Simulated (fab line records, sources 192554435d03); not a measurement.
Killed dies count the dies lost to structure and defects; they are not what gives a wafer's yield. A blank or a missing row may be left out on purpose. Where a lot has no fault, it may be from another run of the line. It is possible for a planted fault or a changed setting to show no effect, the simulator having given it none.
Matching of chambers :: flow n5_finfet :: 4 sister chambers for N5_ILD0_ALD_15 on ald_sin-02
The step deposits SiNx, target thk 24 nm, pulse time 1 s, ald cycles 480. 8 wafers are shown with their chamber, then 8 later ones without.

WAFERS WITH THEIR CHAMBER
wafer: L078.3
chamber: 2
heater_power_w (W): 751
precursor_pulse_height_rel: 1.023

wafer: L080.1
chamber: 3
heater_power_w (W): 798
precursor_pulse_height_rel: 1.007

wafer: L080.3
chamber: 0
heater_power_w (W): 713
precursor_pulse_height_rel: 0.995

wafer: L080.4
chamber: 1
heater_power_w (W): 959
precursor_pulse_height_rel: 0.990

wafer: L086.4
chamber: 2
heater_power_w (W): 767
precursor_pulse_height_rel: 0.980

wafer: L086.5
chamber: 1
heater_power_w (W): 959
precursor_pulse_height_rel: 0.963

wafer: L086.6
chamber: 0
heater_power_w (W): 707
precursor_pulse_height_rel: 0.981

wafer: L091.1
chamber: 3
heater_power_w (W): 791
precursor_pulse_height_rel: 0.987

WAFERS WHOSE CHAMBER IS MISSING
wafer: L091.5
heater_power_w (W): 946
precursor_pulse_height_rel: 1.011

wafer: L091.6
heater_power_w (W): 709
precursor_pulse_height_rel: 0.987

wafer: L092.1
heater_power_w (W): 731
precursor_pulse_height_rel: 0.983

wafer: L092.3
heater_power_w (W): 957
precursor_pulse_height_rel: 0.994

wafer: L092.6
heater_power_w (W): 762
precursor_pulse_height_rel: 1.003

wafer: L095.3
heater_power_w (W): 786
precursor_pulse_height_rel: 0.997

wafer: L095.5
heater_power_w (W): 705
precursor_pulse_height_rel: 0.979

wafer: L095.6
heater_power_w (W): 906
precursor_pulse_height_rel: 0.963

WHICH CHAMBER EACH ONE RAN IN
wafer: L091.5
from the rows above: 1
in truth: 1

wafer: L091.6
from the rows above: 0
in truth: 0

wafer: L092.1
from the rows above: can't be placed: 0 or 2
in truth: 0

wafer: L092.3
from the rows above: 1
in truth: 1

wafer: L092.6
from the rows above: 2
in truth: 2

wafer: L095.3
from the rows above: 3
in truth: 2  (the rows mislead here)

wafer: L095.5
from the rows above: 0
in truth: 0

wafer: L095.6
from the rows above: 1
in truth: 1
Placed correctly: 6 of 8. From these rows, 1 cannot be placed; in 1 the true chamber is one of the candidates. Number placed wrongly: 1.
How it was worked out, from the rows above alone: a wafer's distance from a chamber is the root of the sum, over the readings, of the square of ((its reading less the chamber's mean) divided by the reading's scatter). If the next closest chamber is less than 2 further off than the closest, the wafer can't be placed; otherwise it belongs to the closest. A chamber's mean is the mean of its shown wafers. The scatter: the root of (the sum of the squares of (reading less its chamber's mean) over the shown wafers, divided by (wafers less chambers)).
